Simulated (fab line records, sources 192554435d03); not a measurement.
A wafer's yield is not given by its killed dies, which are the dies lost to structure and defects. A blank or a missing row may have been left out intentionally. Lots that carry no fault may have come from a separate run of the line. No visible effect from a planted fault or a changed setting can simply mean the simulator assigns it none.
fab line records ; flow n5Finfet ; part 1 of 2: steps 1 to 24 of 30
[record] lots = 5; wafers = 15; lastDay = 15
route steps=1938 shown BEOL_M10@1526 BEOL_M11@1536
lots that met no fault: taken from a fault-free run of the same line
startH: start of the lot's first displayed wafer, in hours after the record's first day ; waitH: how many hours have passed since the lot's step before this one ; " the same as in the row above ; L1.1+2: several wafers, shown together as one row ; - value missing, or start not given ; * or withheld: withheld ; < > ~ a bound
route shown NAME@n: names a module that has steps shown in the file, with the first one's number in the route ; usual: mean and standard deviation over wafers with no fault ; same: alike in all rows ; chamber/n: place in a boat ; sites: readings site by site ; _std_site: the values' standard deviation ; _edge_site: outer sites' mean less inner sites' ; radiusMm: how far each site lies from the wafer's centre ; mask NAME#n: copy n ; behind: the last tool/chamber to shape the wafer ; hold: why the lot went on hold/how many hours it stayed there/how the hold came to an end ; device: whichever transistor did not switch (one of n, p or np) ; end of line: tests run on the same wafers once the route is complete ; a step given without rows: its recipe and nothing more ; killed: the dies lost at the first sort to structure and to defects; this is not the yield of the wafer ; map: per-die view of a wafer (x killed, . not killed, _ where there is no die)
set.NAME: the setting that was run; set.NAME@STEP: the one run at that earlier step ; model.NAME: the simulator's own value behind a step, which no gauge read
a table for each step, a row for each wafer; lots at some steps of the route
services: when a tool's chamber went out of use (startH, in hours from the record's first day, below 0 if earlier), for how many hours, and the reason
[[steps]]
[step N5_BEOL_M10_CVD_75]
[recipe] material = Co; targetThkA = 20; tempC = withheld; precursor = CCTBA/H2; pressureTorr = 30; timeS = 138.9
lot.wafer;tool;chamber;startH;waitH;sinceWetCleanH
L076.2;cvdCo-02;2;266.76;0.1;567
L076.3;cvdCo-02;1;266.76;0.1;130
L076.6;cvdCo-02;2;266.76;0.1;-
L077.1;cvdCo-02;0;267.03;0.1;1027
L077.2;cvdCo-02;1;267.03;0.1;130
L077.4;cvdCo-02;2;267.03;0.1;-
L081.1;cvdCo-01;0;293.59;0.2;835
L081.4;cvdCo-01;2;293.59;0.2;-
L081.6;cvdCo-01;1;293.59;0.2;-
L080.3;cvdCo-01;1;301.65;0.0;1280
L080.4;cvdCo-01;1;301.65;0.0;-
L080.5;cvdCo-01;0;301.65;0.0;-
L085.1;cvdCo-02;2;307.25;0.0;608
L085.4;cvdCo-02;1;307.25;0.0;-
L085.5;cvdCo-02;2;307.25;0.0;-
[step N5_BEOL_M10_SPUTTER_48]
[recipe] material = Cu; targetThkA = 120; tempC = -20; biasV = 60; powerW = 26000; chamberPressurePa = 0.13; timeS = 2
[usual] throttleValvePct = 30.8/0.98
lot.wafer;tool;chamber;startH;waitH;throttleValvePct
L076.2;pvdSputter-02;-;266.91;0.1;30.2
L076.3;pvdSputter-02;-;266.91;0.1;32.5
L076.6;pvdSputter-02;-;266.91;0.1;31.6
L077.1;pvdSputter-01;-;267.23;0.1;29.5
L077.2;pvdSputter-01;-;267.23;0.1;30.4
L077.4;pvdSputter-01;-;267.23;0.1;32.0
L081.1;pvdSputter-02;-;293.85;0.2;32.3
L081.4;pvdSputter-02;-;293.85;0.2;30.0
L081.6;pvdSputter-02;-;293.85;0.2;30.2
L080.3;pvdSputter-01;-;301.76;0.1;32.1
L080.4;pvdSputter-01;-;301.76;0.1;30.3
L080.5;pvdSputter-01;-;301.76;0.1;32.2
L085.1;pvdSputter-01;-;307.38;0.1;30.7
L085.4;pvdSputter-01;-;307.38;0.1;32.4
L085.5;pvdSputter-01;-;307.38;0.1;29.7
[step N5_BEOL_M10_ECD_50]
[recipe] material = Cu; targetThkA = 3180
lot.wafer;tool;chamber;startH;waitH
L076.2+3+6;ecdCu-02;1,1,0;267.03;0.1
L077.1+2+4;ecdCu-01;1,0,1;267.34;0.1
L081.1+4+6;ecdCu-01;0;293.97;0.1
L080.3+4+5;ecdCu-02;1,0,1;301.91;0.1
L085.1+4+5;ecdCu-01;0;307.50;0.1
[step N5_BEOL_M10_ANNEAL_51]
[recipe] tempC = 225; timeS = 90; ambient = N2
[usual] annealTempCMax = 226.4/0.36; wafer_temp_C_max = 226.04/0.27
lot.wafer;tool;chamber;startH;waitH;annealTempCMax;wafer_temp_C_max
L076.2;rtpAnneal-02;0;267.71;0.7;227.3;225.81
L076.3;rtpAnneal-02;0;267.71;0.7;226.6;226.14
L076.6;rtpAnneal-02;0;267.71;0.7;226.4;226.23
L077.1;rtpAnneal-02;0;268.21;0.8;226.7;225.77
L077.2;rtpAnneal-02;0;268.21;0.8;226.8;225.88
L077.4;rtpAnneal-02;0;268.21;0.8;226.6;226.12
L081.1;rtpAnneal-02;0;294.08;0.1;226.9;226.39
L081.4;rtpAnneal-02;0;294.08;0.1;226.5;226.07
L081.6;rtpAnneal-02;0;294.08;0.1;226.7;225.76
L080.3;rtpAnneal-01;0;302.08;0.1;225.9;226.00
L080.4;rtpAnneal-01;0;302.08;0.1;226.2;225.77
L080.5;rtpAnneal-01;0;302.08;0.1;226.3;226.02
L085.1;rtpAnneal-01;0;307.61;0.1;225.8;225.97
L085.4;rtpAnneal-01;0;307.61;0.1;226.2;225.95
L085.5;rtpAnneal-01;0;307.61;0.1;226.1;225.81
[step N5_BEOL_M10_CMP_52]
[recipe] stopOn = SiCOH_lowk; tOverpolishS = 7; downForcePsi = 1; platenRpm = 50; clearingPlatenDownForcePsi = 1.5; clearingPlatenRpm = 50; postCmpClean = cuAlkaline; targetThkNm = 140; clearingPlatenPadVelocityMS = 0.99484; padVelocityMS = 0.99484
[usual] barrierFieldEndpointS = 29.0/0.65; clearingPlatenDownForcePsi = 1.500/0.0032; motorCurrentA = 5.7/0.54; overpolishRunS = 6.999/0.009; timeToEndpointS = 66.6/2.9
[same] tOverpolishS = 7
lot.wafer;tool;chamber;startH;waitH;barrierFieldEndpointS;clearingPlatenDownForcePsi;motorCurrentA;overpolishRunS;timeToEndpointS
L076.2;cmp-02;2;268.04;0.3;27.6;1.500;5.9;7.001;63.0
L076.3;cmp-02;3;268.04;0.3;28.8;1.497;6.0;7.004;65.5
L076.6;cmp-02;0;268.04;0.3;28.7;1.500;6.7;7.002;69.0
L077.4;cmp-04;0;268.51;0.1;28.8;1.506;5.1;6.998;63.9
L077.1;cmp-04;1;268.51;0.1;27.9;1.499;6.4;7.001;63.8
L077.2;cmp-04;3;268.51;0.1;29.0;1.501;6.6;6.987;67.6
L081.1;cmp-04;3;294.42;0.3;29.4;1.498;7.1;6.992;67.2
L081.4;cmp-04;1;294.42;0.3;29.7;1.502;6.3;7.000;70.5
L081.6;cmp-04;2;294.42;0.3;29.5;1.501;5.8;6.997;66.1
L080.4;cmp-01;2;302.36;0.2;29.2;1.501;5.6;7.012;64.0
L080.3;cmp-01;3;302.36;0.2;29.1;1.501;5.3;6.988;70.6
L080.5;cmp-01;0;302.36;0.2;29.3;1.489;4.9;6.980;66.8
L085.1;cmp-01;2;307.91;0.3;28.6;1.500;5.8;7.010;65.2
L085.4;cmp-01;3;307.91;0.3;30.4;1.502;5.1;7.001;72.9
L085.5;cmp-01;3;307.91;0.3;29.6;1.503;5.5;6.988;71.3
[step N5_BEOL_M10_THK_MEAS_53]
[recipe] thkMeasGauge = xrf; reads = Cu_of_BEOL_M10_ECD_50
[usual] M10_THK = 138.9/2.6
lot.wafer;tool;chamber;startH;waitH;M10_THK[nm]
L076.2;filmMetro-01;-;268.26;-;138.8
L076.3;filmMetro-01;-;268.26;-;137.0
L076.6;filmMetro-01;-;268.26;-;140.5
L077.1;filmMetro-01;-;268.80;-;137.7
L077.2;filmMetro-01;-;268.80;-;136.7
L077.4;filmMetro-01;-;268.80;-;140.8
L081.1;filmMetro-02;-;294.67;-;145.1
L081.4;filmMetro-02;-;294.67;-;145.3
L081.6;filmMetro-02;-;294.67;-;139.9
L080.3;filmMetro-01;-;302.58;-;141.9
L080.4;filmMetro-01;-;302.58;-;140.7
L080.5;filmMetro-01;-;302.58;-;140.1
L085.1;filmMetro-02;-;308.20;-;140.3
L085.4;filmMetro-02;-;308.20;-;142.6
L085.5;filmMetro-02;-;308.20;-;140.9
[step N5_BEOL_M10_PRE_CLEAN_55]
[recipe] gas = NH3; timeS = 15; tempC = withheld; rfPowerW = 300
[usual] rfFwdPowerW = 294.8/1.8
lot.wafer;tool;chamber;startH;waitH;rfFwdPowerW;sinceWetCleanH
L076.2;pecvd-03;0;268.30;0.0;295.7;791
L076.3;pecvd-03;2;268.30;0.0;295.7;37
L076.6;pecvd-03;2;268.30;0.0;294.9;-
L077.1;pecvd-01;2;268.84;0.0;295.6;131
L077.2;pecvd-01;0;268.84;0.0;296.3;973
L077.4;pecvd-01;1;268.84;0.0;295.9;-
L081.1;pecvd-01;0;294.71;0.0;297.1;999
L081.4;pecvd-01;2;294.71;0.0;295.8;-
L081.6;pecvd-01;0;294.71;0.0;296.2;-
L080.3;pecvd-01;2;302.62;0.0;295.6;165
L080.4;pecvd-01;1;302.62;0.0;295.8;-
L080.5;pecvd-01;2;302.62;0.0;296.7;-
L085.1;pecvd-04;1;308.24;0.0;291.1;1918
L085.4;pecvd-04;1;308.24;0.0;291.8;-
L085.5;pecvd-04;2;308.24;0.0;294.4;-
[step N5_BEOL_M10_DEP_56]
[recipe] material = SiCN; targetThkA = 150; tempC = withheld; precursor = 3MS/NH3; pressureTorr = 3; rfW = 202; timeS = 26.5
[usual] rfFwdPowerW = 199.9/1.1; showerheadPlenumPTorr = 3.668/0.01; throttleValvePct = 9.0/0.53
lot.wafer;tool;chamber;startH;waitH;rfFwdPowerW;showerheadPlenumPTorr;sinceWetCleanH;throttleValvePct
L076.2;pecvd-03;0;268.32;0.0;200.3;3.667;791;9.8
L076.3;pecvd-03;2;268.32;0.0;199.5;3.672;37;8.0
L076.6;pecvd-03;2;268.32;0.0;199.2;3.666;-;8.2
L077.1;pecvd-01;2;268.86;0.0;200.9;3.680;131;8.1
L077.2;pecvd-01;0;268.86;0.0;199.9;3.662;973;8.7
L077.4;pecvd-01;1;268.86;0.0;200.0;3.654;-;9.5
L081.1;pecvd-01;0;294.73;0.0;199.4;3.666;999;8.5
L081.4;pecvd-01;2;294.73;0.0;199.9;3.673;-;8.4
L081.6;pecvd-01;0;294.73;0.0;200.5;3.665;-;8.7
L080.3;pecvd-01;2;302.64;0.0;201.0;3.675;165;8.6
L080.4;pecvd-01;1;302.64;0.0;201.1;3.686;-;9.2
L080.5;pecvd-01;2;302.64;0.0;199.7;3.669;-;8.2
L085.1;pecvd-04;1;308.26;0.0;198.6;3.684;1918;9.7
L085.4;pecvd-04;1;308.26;0.0;198.5;3.673;-;9.2
L085.5;pecvd-04;2;308.26;0.0;200.4;3.683;-;9.2
[step N5_BEOL_M10_RS_MEAS_57]
[recipe] thkMeasGauge = four-point-probe; reads = Cu_of_BEOL_M10_ECD_50+Co_of_BEOL_M10_CVD_75+TaN_of_BEOL_M10_ALD_74
[usual] M10_RS = 0.151/0.0032
lot.wafer;tool;chamber;startH;waitH;M10_RS[ohm/sq]
L076.2;filmMetro-01;-;268.40;0.1;0.150
L076.3;filmMetro-01;-;268.40;0.1;0.153
L076.6;filmMetro-01;-;268.40;0.1;0.148
L077.1;filmMetro-02;-;268.94;0.1;0.153
L077.2;filmMetro-02;-;268.94;0.1;0.154
L077.4;filmMetro-02;-;268.94;0.1;0.149
L081.1;filmMetro-02;-;294.81;0.1;0.145
L081.4;filmMetro-02;-;294.81;0.1;0.145
L081.6;filmMetro-02;-;294.81;0.1;0.150
L080.3;filmMetro-02;-;302.72;0.1;0.147
L080.4;filmMetro-02;-;302.72;0.1;0.150
L080.5;filmMetro-02;-;302.72;0.1;0.149
L085.1;filmMetro-01;-;308.34;0.1;0.150
L085.4;filmMetro-01;-;308.34;0.1;0.147
L085.5;filmMetro-01;-;308.34;0.1;0.148
[step N5_BEOL_M10_INSPECT_58]
[recipe] inspectInstrument = darkfield; mode = postDep
[usual] rawDefectCount = 61/18
lot.wafer;tool;chamber;startH;waitH;rawDefectCount
L076.2;defectInspect-01;-;268.42;0.0;77
L076.3;defectInspect-01;-;268.42;0.0;65
L076.6;defectInspect-01;-;268.42;0.0;35
L077.1;defectInspect-02;-;268.96;0.0;76
L077.2;defectInspect-02;-;268.96;0.0;80
L077.4;defectInspect-02;-;268.96;0.0;77
L081.1;defectInspect-01;-;294.84;0.0;62
L081.4;defectInspect-01;-;294.84;0.0;67
L081.6;defectInspect-01;-;294.84;0.0;69
L080.3;defectInspect-01;-;302.75;0.0;38
L080.4;defectInspect-01;-;302.75;0.0;63
L080.5;defectInspect-01;-;302.75;0.0;62
L085.1;defectInspect-02;-;308.36;0.0;43
L085.4;defectInspect-02;-;308.36;0.0;73
L085.5;defectInspect-02;-;308.36;0.0;78
[step N5_BEOL_M11_ILD_DEP_00]
[recipe] material = SiCOH_lowk; targetThkA = 3085.1; tempC = 300; precursor = DEMS/porogen; pressureTorr = 5; rfW = 500; timeS = 58
[usual] heaterPowerW = 317/47; rfFwdPowerW = 497.1/1.6; showerheadPlenumPTorr = 5.737/0.013; throttleValvePct = 13.7/0.89
lot.wafer;tool;chamber;startH;waitH;heaterPowerW;rfFwdPowerW;showerheadPlenumPTorr;sinceWetCleanH;throttleValvePct
L076.2;pecvd-02;0;268.46;0.0;313;497.4;5.731;1335;14.8
L076.3;pecvd-02;2;268.46;0.0;363;495.9;5.732;570;13.0
L076.6;pecvd-02;0;268.46;0.0;317;495.7;5.730;-;14.9
L077.1;pecvd-02;2;269.00;0.0;313;495.7;5.736;571;12.7
L077.2;pecvd-02;0;269.00;0.0;343;497.9;5.723;1335;14.8
L077.4;pecvd-02;2;269.00;0.0;325;496.7;5.717;-;12.7
L081.1;pecvd-03;1;294.87;0.0;272;496.3;5.744;1543;13.7
L081.4;pecvd-03;0;294.87;0.0;353;496.7;5.756;-;15.1
L081.6;pecvd-03;2;294.87;0.0;253;495.4;5.750;-;12.7
L080.3;pecvd-02;2;302.78;0.0;329;498.2;5.722;605;13.1
L080.4;pecvd-02;1;302.78;0.0;357;497.0;5.748;-;13.4
L080.5;pecvd-02;0;302.78;0.0;360;497.5;5.720;-;14.7
L085.1;pecvd-02;0;308.40;0.0;351;496.7;5.713;1375;14.8
L085.4;pecvd-02;1;308.40;0.0;315;497.8;5.737;-;13.7
L085.5;pecvd-02;2;308.40;0.0;321;495.5;5.721;-;13.0
[step N5_BEOL_M11_CURE_71]
[recipe] tempC = 385; timeS = 240; ambient = He/Ar; material = SiCOH_lowk
[usual] lampPowerPct = 52.32/0.055; wafer_temp_C_max = 386.9/0.48
lot.wafer;tool;chamber;startH;waitH;lampPowerPct;wafer_temp_C_max
L076.2;uvCure-03;0;268.62;0.1;52.26;386.5
L076.3;uvCure-03;0;268.62;0.1;52.32;386.7
L076.6;uvCure-03;0;268.62;0.1;52.35;386.7
L077.1;uvCure-03;0;269.08;0.0;52.31;386.4
L077.2;uvCure-03;0;269.08;0.0;52.32;386.3
L077.4;uvCure-03;0;269.08;0.0;52.37;386.2
L081.1;uvCure-02;2;294.95;0.0;52.27;386.7
L081.4;uvCure-02;2;294.95;0.0;52.28;386.7
L081.6;uvCure-02;2;294.95;0.0;52.26;386.4
L080.3;uvCure-02;2;303.02;0.2;52.36;386.3
L080.4;uvCure-02;2;303.02;0.2;52.26;386.7
L080.5;uvCure-02;2;303.02;0.2;52.38;386.3
L085.1;uvCure-03;1;308.48;0.0;52.26;387.3
L085.4;uvCure-03;1;308.48;0.0;52.32;386.9
L085.5;uvCure-03;1;308.48;0.0;52.34;386.9
[step N5_BEOL_M11_THK_MEAS_01]
[recipe] reads = SiCOH_lowk_of_BEOL_M11_ILD_DEP_00
[usual] M11_ILD_THK = 268/3.7
lot.wafer;tool;chamber;startH;waitH;M11_ILD_THK[nm]
L076.2;filmMetro-01;-;269.05;0.4;266
L076.3;filmMetro-01;-;269.05;0.4;264
L076.6;filmMetro-01;-;269.05;0.4;272
L077.1;filmMetro-01;-;269.59;0.4;269
L077.2;filmMetro-01;-;269.59;0.4;268
L077.4;filmMetro-01;-;269.59;0.4;273
L081.1;filmMetro-02;-;295.46;0.4;267
L081.4;filmMetro-02;-;295.46;0.4;270
L081.6;filmMetro-02;-;295.46;0.4;267
L080.3;filmMetro-02;-;303.39;0.3;265
L080.4;filmMetro-02;-;303.39;0.3;270
L080.5;filmMetro-02;-;303.39;0.3;264
L085.1;filmMetro-01;-;308.99;0.4;264
L085.4;filmMetro-01;-;308.99;0.4;271
L085.5;filmMetro-01;-;308.99;0.4;273
[step N5_BEOL_M11_PECVD_70]
[recipe] material = SiO2; targetThkA = 200; tempC = 400; precursor = TEOS/O2; pressureTorr = 5.5; rfW = 450; teosFlowSccm = 53.8; gas = O2; flowSccm = 3000; timeS = 22.7
[usual] heaterPowerW = 719/83; rfFwdPowerW = 445.6/1.8; showerheadPlenumPTorr = 8.79/0.045; throttleValvePct = 22.2/1.6
lot.wafer;tool;chamber;startH;waitH;heaterPowerW;rfFwdPowerW;showerheadPlenumPTorr;sinceWetCleanH;throttleValvePct
L076.2;pecvd-02;2;269.09;0.0;703;444.8;8.71;571;20.5
L076.3;pecvd-02;0;269.09;0.0;782;445.6;8.74;1335;23.7
L076.6;pecvd-02;2;269.09;0.0;702;444.8;8.71;-;20.2
L077.1;pecvd-02;2;269.66;0.1;839;446.3;8.71;571;20.8
L077.2;pecvd-02;1;269.66;0.1;744;441.5;8.80;2061;21.7
L077.4;pecvd-02;2;269.66;0.1;831;445.5;8.67;-;20.8
L081.1;pecvd-03;1;295.50;0.0;717;444.9;8.82;1543;22.0
L081.4;pecvd-03;1;295.50;0.0;727;446.7;8.84;-;22.1
L081.6;pecvd-03;2;295.50;0.0;679;444.4;8.79;-;20.1
L080.3;pecvd-03;1;303.42;0.0;667;443.9;8.82;1551;21.7
L080.4;pecvd-03;0;303.42;0.0;814;445.9;8.83;-;24.8
L080.5;pecvd-03;1;303.42;0.0;653;443.9;8.82;-;21.9
L085.1;pecvd-02;1;309.03;0.0;800;445.8;8.80;2100;21.9
L085.4;pecvd-02;2;309.03;0.0;724;444.4;8.70;-;20.6
L085.5;pecvd-02;0;309.03;0.0;783;444.7;8.74;-;24.0
[step N5_BEOL_M11_HM_DEP_02]
[recipe] material = TiN; targetThkA = 200; tempC = 25; chamberPressurePa = 0.49996
[usual] throttleValvePct = 30.7/0.98
lot.wafer;tool;chamber;startH;waitH;throttleValvePct
L076.2;pvdSputter-01;-;270.78;1.7;30.7
L076.3;pvdSputter-01;-;270.78;1.7;29.9
L076.6;pvdSputter-01;-;270.78;1.7;30.8
L077.1;pvdSputter-01;-;271.08;1.4;30.6
L077.2;pvdSputter-01;-;271.08;1.4;30.4
L077.4;pvdSputter-01;-;271.08;1.4;32.0
L081.1;pvdSputter-01;-;295.97;0.5;30.5
L081.4;pvdSputter-01;-;295.97;0.5;30.6
L081.6;pvdSputter-01;-;295.97;0.5;32.1
L080.3;pvdSputter-02;-;303.67;0.2;30.2
L080.4;pvdSputter-02;-;303.67;0.2;30.1
L080.5;pvdSputter-02;-;303.67;0.2;29.9
L085.1;pvdSputter-02;-;310.27;1.2;32.4
L085.4;pvdSputter-02;-;310.27;1.2;30.0
L085.5;pvdSputter-02;-;310.27;1.2;31.5
[step N5_BEOL_M11_COAT_59]
[recipe] resist = SOC; tempC = 250; timeS = 60; spinRpm = 1500; resistThkNm = 100
[usual] plateTempC = 250.01/0.17; spinSpeedRpm = 1500.2/0.89
lot.wafer;tool;chamber;startH;waitH;plateTempC;spinSpeedRpm
L076.2;lithoTrack-02;0;270.91;0.1;249.98;1500.6
L076.3;lithoTrack-02;0;270.91;0.1;250.01;1500.7
L076.6;lithoTrack-02;0;270.91;0.1;249.86;1500.4
L077.1;lithoTrack-03;0;271.21;0.1;249.86;1499.3
L077.2;lithoTrack-03;0;271.21;0.1;249.95;1500.9
L077.4;lithoTrack-03;0;271.21;0.1;250.05;1500.2
L081.1;lithoTrack-03;0;296.10;0.1;250.01;1500.1
L081.4;lithoTrack-03;0;296.10;0.1;249.85;1500.5
L081.6;lithoTrack-03;0;296.10;0.1;250.14;1500.6
L080.3;lithoTrack-05;0;303.80;0.1;250.34;1501.0
L080.4;lithoTrack-05;0;303.80;0.1;250.26;1501.6
L080.5;lithoTrack-05;0;303.80;0.1;250.02;1501.5
L085.1;lithoTrack-03;0;310.40;0.1;249.90;1501.0
L085.4;lithoTrack-03;0;310.40;0.1;249.93;1501.3
L085.5;lithoTrack-03;0;310.40;0.1;249.69;1501.2
[step N5_BEOL_M11_COAT_60]
[recipe] resist = SiARC; tempC = 220; timeS = 60; spinRpm = 1500; resistThkNm = 30
[usual] plateTempC = 220.04/0.15; spinSpeedRpm = 1500.1/0.85
lot.wafer;tool;chamber;startH;waitH;plateTempC;spinSpeedRpm
L076.2;lithoTrack-02;0;-;-;219.99;1500.0
L076.3;lithoTrack-02;0;-;-;220.03;1500.6
L076.6;lithoTrack-02;0;-;-;219.90;1500.0
L077.1;lithoTrack-03;0;-;-;219.85;1500.0
L077.2;lithoTrack-03;0;-;-;219.90;1499.6
L077.4;lithoTrack-03;0;-;-;220.02;1499.7
L081.1;lithoTrack-03;0;-;-;220.15;1499.9
L081.4;lithoTrack-03;0;-;-;220.19;1500.9
L081.6;lithoTrack-03;0;-;-;220.05;1500.2
L080.3;lithoTrack-05;0;-;-;219.88;1501.2
L080.4;lithoTrack-05;0;-;-;219.76;1499.6
L080.5;lithoTrack-05;0;-;-;219.87;1499.8
L085.1;lithoTrack-03;0;-;-;220.09;1501.2
L085.4;lithoTrack-03;0;-;-;220.08;1500.5
L085.5;lithoTrack-03;0;-;-;220.22;1501.1
[step N5_BEOL_M11_COAT_05]
[recipe] resist = CAR-ArF; spinRpm = 1500; resistThkNm = 90
[usual] spinSpeedRpm = 1499.8/0.93
lot.wafer;tool;chamber;startH;waitH;spinSpeedRpm
L076.2;lithoTrack-02;0;-;-;1499.3
L076.3;lithoTrack-02;0;-;-;1500.2
L076.6;lithoTrack-02;0;-;-;1500.0
L077.1;lithoTrack-03;0;-;-;1499.3
L077.2;lithoTrack-03;0;-;-;1499.8
L077.4;lithoTrack-03;0;-;-;1499.8
L081.1;lithoTrack-03;0;-;-;1500.9
L081.4;lithoTrack-03;0;-;-;1498.4
L081.6;lithoTrack-03;0;-;-;1500.0
L080.3;lithoTrack-05;0;-;-;1498.6
L080.4;lithoTrack-05;0;-;-;1498.6
L080.5;lithoTrack-05;0;-;-;1500.2
L085.1;lithoTrack-03;0;-;-;1499.8
L085.4;lithoTrack-03;0;-;-;1499.7
L085.5;lithoTrack-03;0;-;-;1500.6
[step N5_BEOL_M11_EBR_07]
[recipe] solvent = PGMEA; ebrWidthMm = 1.5
lot.wafer;tool;chamber;startH;waitH
L076.2+3+6;lithoTrack-02;0;-;-
L077.1+2+4;lithoTrack-03;0;-;-
L081.1+4+6;lithoTrack-03;0;-;-
L080.3+4+5;lithoTrack-05;0;-;-
L085.1+4+5;lithoTrack-03;0;-;-
[step N5_BEOL_M11_SOFTBAKE_06]
[recipe] tempC = 110; timeS = 60; resist = CAR-ArF
[usual] plateTempC = 110.00/0.13
lot.wafer;tool;chamber;startH;waitH;plateTempC
L076.2;lithoTrack-02;0;-;-;110.02
L076.3;lithoTrack-02;0;-;-;110.04
L076.6;lithoTrack-02;0;-;-;110.14
L077.1;lithoTrack-03;0;-;-;110.09
L077.2;lithoTrack-03;0;-;-;110.21
L077.4;lithoTrack-03;0;-;-;110.22
L081.1;lithoTrack-03;0;-;-;110.03
L081.4;lithoTrack-03;0;-;-;109.76
L081.6;lithoTrack-03;0;-;-;109.97
L080.3;lithoTrack-05;0;-;-;110.05
L080.4;lithoTrack-05;0;-;-;109.89
L080.5;lithoTrack-05;0;-;-;109.80
L085.1;lithoTrack-03;0;-;-;110.09
L085.4;lithoTrack-03;0;-;-;109.98
L085.5;lithoTrack-03;0;-;-;110.08
[step N5_BEOL_M11_EXPOSE_08]
[recipe] maskId = M11; na = 1.35; sourceShape = dipole; sigmaInner = 0.411; sigmaOuter = 0.611; polarization = te; doseMj = 53.75
lot.wafer;tool;chamber;startH;waitH;mask
L076.2+3+6;arfiScanner-01;0;271.04;-;M11#0
L077.1+2+4;arfiScanner-01;0;271.33;-;M11#0
L081.1+4+6;arfiScanner-02;0;296.34;-;M11#0
L080.3+4+5;arfiScanner-02;0;303.93;-;M11#0
L085.1+4+5;arfiScanner-03;0;310.64;-;M11#0
[step N5_BEOL_M11_PEB_09]
[recipe] pebTempC = withheld; pebTimeS = 60; resist = CAR-ArF
lot.wafer;tool;chamber;startH;waitH
L076.2+3+6;lithoTrack-05;0;271.09;0.0
L077.1+2+4;lithoTrack-03;0;271.39;0.1
L081.1+4+6;lithoTrack-03;0;296.40;0.1
L080.3+4+5;lithoTrack-03;0;303.98;0.0
L085.1+4+5;lithoTrack-03;0;310.70;0.1
[step N5_BEOL_M11_DEVELOP_10]
[recipe] developTimeS = 30; developer = TMAH; resist = CAR-ArF; rinseLiquid = diw; dry = airSpin; devTempC = 23
lot.wafer;tool;chamber;startH;waitH
L076.2+3+6;lithoTrack-05;0;-;-
L077.1+2+4;lithoTrack-03;0;-;-
L081.1+4+6;lithoTrack-03;0;-;-
L080.3+4+5;lithoTrack-03;0;-;-
L085.1+4+5;lithoTrack-03;0;-;-
[step N5_BEOL_M11_CD_MEAS_11]
[recipe] targetCdNm = 64.1; landingEnergyEv = 500; detector = seInlens; polarity = opening
[usual] cdNm = 64.2/0.57
[same] landingEnergyEv = 500
lot.wafer;tool;chamber;startH;waitH;cdNm
L076.2;cdSem-03;0;271.16;-;64.1
L076.3;cdSem-03;0;271.16;-;64.8
L076.6;cdSem-03;0;271.16;-;64.1
L077.1;cdSem-03;0;271.46;-;63.5
L077.2;cdSem-03;0;271.46;-;63.8
L077.4;cdSem-03;0;271.46;-;64.3
L081.1;cdSem-02;0;296.47;-;63.7
L081.4;cdSem-02;0;296.47;-;63.4
L081.6;cdSem-02;0;296.47;-;63.5
L080.3;cdSem-01;0;304.04;-;63.4
L080.4;cdSem-01;0;304.04;-;63.8
L080.5;cdSem-01;0;304.04;-;63.4
L085.1;cdSem-02;0;310.76;-;63.8
L085.4;cdSem-02;0;310.76;-;63.8
L085.5;cdSem-02;0;310.76;-;63.4
